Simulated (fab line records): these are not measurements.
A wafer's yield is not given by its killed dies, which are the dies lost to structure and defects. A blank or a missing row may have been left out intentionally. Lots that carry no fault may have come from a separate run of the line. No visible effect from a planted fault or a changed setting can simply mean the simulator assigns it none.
What tool caused it? :: flow n5_finfet :: route of 1938 steps, sampled at 1 step: 11 lots, 32 wafers

== WHAT THE GAUGES READ, wafer by wafer ==
N5_BEOL_M9_OVL_MEAS_29.
lot: L126
measured: day 11 03:06
on: overlay-01
V8_OVL (nm): 0.0 -0.2 -0.1

lot: L130
measured: day 11 08:28
on: overlay-01
V8_OVL (nm): -0.4 -0.8 -0.1

lot: L129
measured: day 11 15:32
on: overlay-02
V8_OVL (nm): -0.5 -0.6 0.2

lot: L128
measured: day 11 18:13
on: overlay-02
V8_OVL (nm): 0.1 0.5 -0.5

lot: L131
measured: day 11 22:03
on: overlay-02
V8_OVL (nm): -0.3 -0.2 -1.3

lot: L133
measured: day 12 15:32
on: overlay-02
V8_OVL (nm): 0.8 -0.3 1.1

lot: L134
measured: day 12 17:41
on: overlay-01
V8_OVL (nm): -0.9 -0.6 -0.2

lot: L137
measured: day 13 09:16
on: overlay-01
V8_OVL (nm): 0.0 -0.4 -0.1

lot: L142
measured: day 14 14:35
on: overlay-02
V8_OVL (nm): 0.9 -0.2 0.5

lot: L144
measured: day 15 21:25
on: overlay-01
V8_OVL (nm): -1.0 -0.7 0.6

lot: L145
measured: day 16 22:28
on: overlay-01
V8_OVL (nm): -0.2 -0.3

== EACH LOT AND THE TOOL THAT RAN IT (in order: tool; ch and the chambers of the sampled wafers; start) ==
Before these readings, the record contains no process step.

== AS READ BY THE TOOLS THEMSELVES (means over the sampled wafers that have a number; for cases with no such wafer, the mark the record gives instead) ==
The record holds no such reading with a usual standard deviation.

== THE ANSWER, worked out from the rows above alone ==
Rule: what is usual is taken from the lots themselves. The widest of any qualifying gaps counts: lots, ordered by their means at a reading, are off when they make up no more than a third of the lots, leave a main group of 4 or more, and stand apart from it by 3 or more times the standard deviation of that group's means. The tables above print the reading to a certain number of digits; a main group whose means all agree to those digits is not used. Also off: a lot with no number at a reading for which 4 or more lots have one. All remaining lots with rows at the step are treated as sound. First the gauges in route order, then the tools' own readings, where a lot's mean is used as printed above. At the first step where some lot is off, the reading lying furthest off is the one used; lots without a number count as furthest.
No lot is off at any reading shown: from this, nothing can be told.

== WHAT WAS PUT IN BY THE SIMULATOR ==
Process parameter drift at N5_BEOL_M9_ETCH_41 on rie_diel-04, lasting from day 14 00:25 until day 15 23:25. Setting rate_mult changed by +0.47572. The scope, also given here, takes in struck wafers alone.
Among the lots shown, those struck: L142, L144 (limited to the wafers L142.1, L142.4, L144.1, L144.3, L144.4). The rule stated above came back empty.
